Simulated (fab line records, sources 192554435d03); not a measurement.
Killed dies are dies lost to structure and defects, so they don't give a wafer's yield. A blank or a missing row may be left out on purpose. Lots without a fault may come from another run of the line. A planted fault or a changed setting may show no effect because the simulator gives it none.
Chamber matching | flow n5_finfet | N5_SDB_HM_OPEN_20 on rie_diel-04: 3 sister chambers
The step chemistry CH3F/O2, target SiNx, stops on poly-Si, target depth 24 nm. 6 wafers are shown with their chamber, then 6 later ones without.

WAFERS WITH THEIR CHAMBER
wafer  | chamber | showerhead_plenum_p_Torr (Torr) | rf_vpp_V (V)
L086.6 | 3       | 1.90                            | 307
L087.1 | 0       | 2.01                            | 295
L087.5 | 1       | 2.06                            | 304
L093.1 | 0       | 2.01                            | 296
L093.4 | 1       | 2.05                            | 305
L093.6 | 3       | 1.89                            | 308

WAFERS WITHOUT THEIR CHAMBER
wafer  | showerhead_plenum_p_Torr (Torr) | rf_vpp_V (V)
L094.1 | 2.01                            | 296
L094.2 | 2.05                            | 304
L094.5 | 2.05                            | 306
L096.2 | 1.89                            | 307
L097.2 | 2.05                            | 305
L097.3 | 2.01                            | 296

WHICH CHAMBER EACH WENT THROUGH
wafer  | from the rows above | in truth
L094.1 | 0                   | 0
L094.2 | 1                   | 1
L094.5 | 1                   | 1
L096.2 | 3                   | 3
L097.2 | 1                   | 1
L097.3 | 0                   | 0
Placed correctly: 6 of 6. Can't be placed from these rows: 0. Placed wrongly: 0.
How it was worked out, from the rows above alone: a wafer's distance from a chamber is the root of the sum, over the readings, of the square of ((its reading less the chamber's mean) divided by the reading's scatter). The wafer belongs to the nearest chamber; if the next one is less than 2 further off, it can't be placed. A chamber's mean is the mean of its shown wafers. The scatter: the root of (the sum of the squares of (reading less its chamber's mean) over the shown wafers, divided by (wafers less chambers)).
